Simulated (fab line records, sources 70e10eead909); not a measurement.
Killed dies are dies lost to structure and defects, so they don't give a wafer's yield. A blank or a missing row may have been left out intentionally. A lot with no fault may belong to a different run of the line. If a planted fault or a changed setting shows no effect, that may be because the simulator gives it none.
The tool behind it: which one? ; flow nand harc ; 72 wafers from 24 lots sampled at 5 of the route's 1302 steps

== WHAT THE GAUGES READ, wafer by wafer ==
NHARC_P_GATE_CD_MEAS_46: the cd target is 720 nm. Usual: 720.6 nm for cd nm, sd 1.2.
lot;measured;on;cd nm (nm);flag
L074;day 5 09:14;cd sem-01;717.7 719.6 718.7;
L075;day 5 22:12;cd sem-01;719.4 720.3 719.0;
L076;day 6 08:55;cd sem-01;722.7 722.7 720.9;
L077;day 6 22:00;cd sem-01;721.5 720.3 720.6;
L078;day 7 02:26;cd sem-01;720.4 718.6 720.9;
L079;day 7 14:47;cd sem-03;720.0 720.2 719.4;
L080;day 7 23:40;cd sem-03;721.5 721.4 721.0;
L081;day 8 10:32;cd sem-03;720.7 720.2 720.3;
L082;day 8 22:28;cd sem-01;720.2 721.4 720.7;
L083;day 9 03:26;cd sem-02;721.9 721.1 722.6;
L084;day 9 20:56;cd sem-01;720.0 720.3 720.4;
L085;day 10 03:01;cd sem-02;722.6 721.1 720.6;
L086;day 10 17:34;cd sem-02;719.7 719.1 718.4;
L087;day 10 18:43;cd sem-01;718.9 721.0 720.9;
L088;day 12 00:30;cd sem-03;721.4 722.2 720.1;
L089;day 11 23:44;cd sem-03;721.5 721.0 722.5;
L090;day 12 19:41;cd sem-01;721.6 721.7 719.4;
L091;day 12 19:04;cd sem-01;720.2 720.8 719.9;
L092;day 13 11:23;cd sem-02;720.7 721.0 719.6;
L093;day 14 05:08;cd sem-03;720.2 720.6 721.1;
L094;day 13 22:56;cd sem-02;721.5 720.0 721.3;
L095;day 13 23:06;cd sem-01;721.8 720.6 721.9;
L096;day 14 13:46;cd sem-02;720.3 718.8 719.2;
L097;day 15 01:42;cd sem-01;718.5 720.3 721.5;

NHARC_P_M1_OVL_MEAS_10: pitch 260 nm. Usual: overlay x nm 0.2 nm, standard deviation 1; overlay y nm 0.1 nm, standard deviation 0.76.
lot;measured;on;overlay x nm (nm);overlay y nm (nm);flag
L074;day 6 01:51;overlay-02;-0.8 -0.6 -0.7;0.4 0.4 0.3;
L075;day 6 15:07;overlay-01;1.1 1.3 0.8;-0.2 -0.6 0.1;
L076;day 7 01:37;overlay-02;-2.2 -2.0 -1.8;0.2 -0.7 -0.6;
L077;day 7 14:26;overlay-01;0.5 0.9 0.5;0.6 0.2 0.5;
L078;day 7 19:15;overlay-02;0.1 0.2 0.0;-1.3 -1.4 -0.8;
L079;day 8 07:34;overlay-01;-0.5 -0.8 -0.8;0.5 1.0 0.1;
L080;day 8 16:29;overlay-02;2.3 1.6 1.6;0.1 0.5 0.0;
L081;day 9 03:56;overlay-01;0.2 0.0 -0.1;-0.4 -0.8 -0.8;
L082;day 9 15:49;overlay-01;1.4 1.0 1.4;-0.8 -1.2 -1.1;
L083;day 9 19:29;overlay-02;-0.1 0.2 -0.2;0.0 -0.3 0.2;
L084;day 10 13:44;overlay-02;-0.4 -0.2 -0.2;1.2 0.2 1.0;
L085;day 10 19:29;overlay-02;1.1 0.8 1.2;1.2 0.8 1.2;
L086;day 11 10:38;overlay-01;0.4 0.7 0.3;-0.3 -0.7 -0.1;
L087;day 11 11:49;overlay-02;0.3 1.0 0.5;0.2 -0.4 0.1;
L088;day 12 17:11;overlay-01;-0.5 -0.9 -0.9;0.2 0.2 0.2;
L089;day 12 16:10;overlay-01;1.7 1.5 1.1;-1.1 -0.6 -1.3;
L090;day 13 12:17;overlay-01;2.1 1.9 2.6;-0.4 -0.9 0.2;
L091;day 13 11:38;overlay-01;-0.8 -0.6 -0.8;0.4 0.2 0.1;
L092;day 14 04:24;overlay-01;0.4 0.8 0.3;0.6 1.0 0.6;
L093;day 14 21:29;overlay-02;-0.1 0.1 -0.1;0.5 0.3 0.5;
L094;day 14 15:25;overlay-02;1.0 0.4 0.4;0.9 0.4 0.5;
L095;day 14 16:22;overlay-01;-0.2 -0.3 -0.7;2.0 2.3 2.3;
L096;day 15 06:45;overlay-01;-1.3 -1.1 -1.2;-1.2 -0.6 -0.6;
L097;day 15 18:02;overlay-02;-0.6 -0.7 0.4;0.8 0.3 0.6;

== WHAT TOOL EACH LOT RAN ON (gives the tool, then ch and the chambers of the sampled wafers, and finally the start) ==
lot;NHARC_P_ZERO_WELL_ETCH_63;NHARC_P_STI_DESCUM_14;NHARC_P_GATE_ETCH_32
L074;rie si-06 ch 0,1,2, day 1 21:41;rie diel-06 ch 1,2,3, day 2 20:06;rie si-06 ch 0,1,3, day 4 21:44
L075;rie si-06 ch 0,2,3, day 2 07:42;rie diel-06 ch 0,1,2, day 3 06:30;rie si-01 ch 1,2,3, day 5 10:58
L076;rie si-04 ch 1,2,3, day 2 17:41;rie diel-06 ch 1,2,3, day 3 17:33;rie si-01 ch 0,1,3, day 5 19:27
L077;rie si-04 ch 0,1,3, day 3 03:41;rie diel-08 ch 1,2, day 4 04:07;rie si-01 ch 2,3, day 6 10:48
L078;rie si-04 ch 1,2, day 3 13:39;rie diel-06 ch 0,3, day 4 11:25;rie si-06 ch 0,3, day 6 15:13
L079;rie si-04 ch 1,2, day 3 23:33;rie diel-11 ch 0,1, day 4 22:16;rie si-04 ch 2,3, day 7 03:35
L080;rie si-06 ch 1,2, day 4 09:40;rie diel-08 ch 1,2, day 5 08:53;rie si-06 ch 0,2,3, day 7 12:25
L081;rie si-04 ch 0,3, day 4 19:49;rie diel-06 ch 0,1,2, day 5 17:16;rie si-06 ch 0,1,2, day 7 23:14
L082;rie si-06 ch 2,3, day 5 05:43;rie diel-06 ch 0,2, day 6 05:38;rie si-01 ch 0,2, day 8 11:05
L083;rie si-06 ch 0,2,3, day 5 15:40;rie diel-08 ch 0,1,2, day 6 14:40;rie si-01 ch 1,2,3, day 8 16:07
L084;rie si-04 ch 0,1,3, day 6 01:34;rie diel-11 ch 0,1,2, day 7 00:31;rie si-06 ch 0,1,3, day 9 09:25
L085;rie si-04 ch 0,2,3, day 6 12:01;rie diel-11 ch 2,3, day 7 09:49;rie si-04 ch 0,1,3, day 9 15:46
L086;rie si-06 ch 1,2,3, day 6 21:57;rie diel-11 ch 2,3, day 7 21:15;rie si-01 ch 0,2, day 10 03:58
L087;rie si-04 ch 0,2,3, day 7 07:47;rie diel-06 ch 0,2,3, day 8 05:48;rie si-06 ch 0,1,3, day 10 07:25
L088;rie si-04 ch 0,2,3, day 7 17:35;rie diel-11 ch 0,2,3, day 8 15:22;rie si-04 ch 0,2,3, day 11 13:13
L089;rie si-06 ch 0,1,3, day 8 03:34;rie diel-06 ch 0,2,3, day 9 02:45;rie si-04 ch 0,1,3, day 11 12:32
L090;rie si-06 ch 0,3, day 8 13:32;rie diel-08 ch 1,2,3, day 9 13:24;rie si-06 ch 1,2, day 12 08:19
L091;rie si-04 ch 0,1,3, day 8 23:41;rie diel-06 ch 0,1, day 9 21:58;rie si-04 ch 0,1,3, day 12 07:37
L092;rie si-04 ch 0,3, day 9 09:31;rie diel-08 ch 0,3, day 10 12:34;rie si-06 ch 1,3, day 13 00:04
L093;rie si-01 ch 0,1,3, day 9 19:41;rie diel-08 ch 1,2,3, day 11 05:43;rie si-06 ch 2,3, day 13 12:17
L094;rie si-01 ch 2,3, day 10 06:37;rie diel-11 ch 1,2, day 11 05:32;rie si-01 ch 0,1,2, day 13 11:32
L095;rie si-06 ch 2,3, day 10 15:32;rie diel-08 ch 0,1,3, day 11 13:39;rie si-04 ch 0,3, day 13 11:40
L096;rie si-06 ch 0,3, day 11 01:40;rie diel-11 ch 1,2, day 12 00:36;rie si-04 ch 0,3, day 14 02:21
L097;rie si-04 ch 0,1, day 11 11:46;rie diel-08 ch 1,2,3, day 12 10:11;rie si-01 ch 2,3, day 14 14:23
- NHARC_P_ZERO_WELL_ETCH_63: etches the open film in HBr/Cl2, target depth 120 nm, time 40.1 s.
- NHARC_P_STI_DESCUM_14: chemistry O2, time 3 s.
- NHARC_P_GATE_ETCH_32: etches the open film in HBr/Cl2, target depth 150 nm, time 100.1 s.

== WHAT THE TOOLS THEMSELVES READ (means of the sampled wafers that have a number; where no wafer has one, the mark that the record gives instead) ==
NHARC_P_ZERO_WELL_ETCH_63. Usual: chamber pressure mTorr 14.999 mTorr, standard deviation 0.014; drypump motor current A 5.9 A, standard deviation 0.43; oes product au 0.998 a.u., standard deviation 0.006; throttle valve pct 26.406 %, standard deviation 0.008.
lot;tool;chamber pressure mTorr (mTorr);drypump motor current A (A);oes product au (a.u.);throttle valve pct (%);flag
L074;rie si-06;14.998;5.6;0.992;26.410;
L075;rie si-06;14.999;5.4;1.004;26.397;
L076;rie si-04;15.000;5.9;0.998;26.401;
L077;rie si-04;15.010;6.2;0.999;26.402;
L078;rie si-04;15.003;5.9;0.996;26.409;
L079;rie si-04;15.004;5.9;0.999;26.404;
L080;rie si-06;15.011;5.8;0.994;26.405;
L081;rie si-04;14.974;6.4;1.003;26.407;
L082;rie si-06;15.005;5.4;0.995;26.400;
L083;rie si-06;15.008;5.4;0.998;26.414;
L084;rie si-04;14.999;6.2;0.995;26.407;
L085;rie si-04;15.000;6.2;1.004;26.406;
L086;rie si-06;14.994;5.6;0.996;26.411;
L087;rie si-04;15.002;6.1;0.998;26.409;
L088;rie si-04;14.994;6.1;0.999;26.403;
L089;rie si-06;14.998;5.7;1.001;26.412;
L090;rie si-06;15.009;5.5;0.992;26.407;
L091;rie si-04;15.002;6.2;1.001;26.399;
L092;rie si-04;15.013;6.4;1.000;26.403;
L093;rie si-01;15.003;6.2;0.997;26.409;
L094;rie si-01;15.000;6.3;0.998;26.408;
L095;rie si-06;14.988;5.3;0.994;26.403;
L096;rie si-06;14.992;5.5;0.990;26.404;
L097;rie si-04;15.001;6.2;1.003;26.406;

NHARC_P_STI_DESCUM_14. Usual: chamber pressure mTorr 60.00 mTorr, standard deviation 0.054; drypump motor current A 5.6 A, standard deviation 0.5; oes product au 1.000 a.u., standard deviation 0.0065; rf vpp V 57.9 V, standard deviation 1; showerhead plenum p Torr 1.94 Torr, standard deviation 0.092; throttle valve pct 11.311 %, standard deviation 0.0079.
lot;tool;chamber pressure mTorr (mTorr);drypump motor current A (A);oes product au (a.u.);rf vpp V (V);showerhead plenum p Torr (Torr);throttle valve pct (%);flag
L074;rie diel-06;59.98;5.4;1.001;57.6;1.95;11.307;
L075;rie diel-06;59.98;5.3;1.004;58.0;1.98;11.310;
L076;rie diel-06;60.03;5.4;1.000;58.5;1.95;11.306;
L077;rie diel-08;60.00;6.1;1.004;58.4;2.03;11.308;
L078;rie diel-06;60.01;5.6;1.001;57.1;1.88;11.313;
L079;rie diel-11;60.00;5.7;0.992;57.2;1.90;11.319;
L080;rie diel-08;60.02;6.1;0.999;58.7;1.99;11.317;
L081;rie diel-06;60.01;5.3;1.004;58.6;1.98;11.306;
L082;rie diel-06;59.99;5.2;1.002;57.9;1.96;11.308;
L083;rie diel-08;60.00;5.6;0.994;57.1;1.94;11.303;
L084;rie diel-11;60.04;6.0;1.003;58.5;1.86;11.326;
L085;rie diel-11;60.01;5.7;1.000;57.0;1.94;11.313;
L086;rie diel-11;60.02;6.2;1.006;57.5;1.86;11.315;
L087;rie diel-06;60.03;5.4;0.994;58.2;1.94;11.309;
L088;rie diel-11;59.98;5.8;1.001;58.0;1.89;11.312;
L089;rie diel-06;59.98;5.3;0.999;58.9;1.94;11.307;
L090;rie diel-08;59.95;6.0;0.999;59.1;2.02;11.311;
L091;rie diel-06;59.98;5.5;1.004;57.7;1.95;11.306;
L092;rie diel-08;59.94;5.3;0.992;58.3;1.97;11.305;
L093;rie diel-08;59.97;5.9;0.998;57.7;2.02;11.309;
L094;rie diel-11;59.98;6.0;1.002;58.0;1.87;11.312;
L095;rie diel-08;59.96;5.5;1.003;58.2;1.94;11.306;
L096;rie diel-11;59.96;6.0;0.995;56.8;1.87;11.307;
L097;rie diel-08;59.95;6.0;1.002;58.0;2.02;11.307;

NHARC_P_GATE_ETCH_32. Usual: chamber pressure mTorr 15.000 mTorr, standard deviation 0.014; drypump motor current A 6.0 A, standard deviation 0.43; oes product au 0.997 a.u., standard deviation 0.0077; throttle valve pct 26.406 %, standard deviation 0.0098.
lot;tool;chamber pressure mTorr (mTorr);drypump motor current A (A);oes product au (a.u.);throttle valve pct (%);flag
L074;rie si-06;14.999;5.6;0.989;26.404;
L075;rie si-01;14.991;6.3;1.002;26.404;
L076;rie si-01;15.011;6.2;0.990;26.411;
L077;rie si-01;15.001;6.3;0.999;26.408;
L078;rie si-06;15.000;5.5;1.003;26.409;
L079;rie si-04;15.004;5.8;0.996;26.402;
L080;rie si-06;15.012;5.3;0.998;26.403;
L081;rie si-06;14.999;5.6;1.003;26.400;
L082;rie si-01;15.004;6.3;0.998;26.415;
L083;rie si-01;14.994;6.3;0.994;26.411;
L084;rie si-06;14.992;5.7;0.988;26.414;
L085;rie si-04;15.001;6.2;1.013;26.407;
L086;rie si-01;15.019;6.4;0.994;26.402;
L087;rie si-06;14.994;5.7;0.988;26.405;
L088;rie si-04;15.006;6.1;1.005;26.397;
L089;rie si-04;15.009;6.2;1.001;26.409;
L090;rie si-06;14.999;5.5;1.001;26.406;
L091;rie si-04;15.000;6.2;0.991;26.422;
L092;rie si-06;15.011;5.7;0.998;26.407;
L093;rie si-06;15.006;5.3;1.004;26.405;
L094;rie si-01;14.986;6.3;0.998;26.400;
L095;rie si-04;15.017;6.2;0.995;26.401;
L096;rie si-04;15.006;6.2;0.987;26.404;
L097;rie si-01;14.998;6.3;0.996;26.409;

== THE ANSWER, worked out from the rows above alone ==
Rule: a lot counts as off when the mean over its wafers that have a number is more than 3 standard deviations away from the usual mean. A lot without any number at a reading at which 4 lots or more have one is off too. The other lots that the step has rows for count as sound. First the gauges in route order, then the tools' own readings, where a lot's mean is used as printed above. At the first step where some lot is off, the reading lying furthest off is the one used; lots without a number count as furthest.
No lot is off at any reading shown: from this, nothing can be told.

== WHAT WAS PUT IN BY THE SIMULATOR ==
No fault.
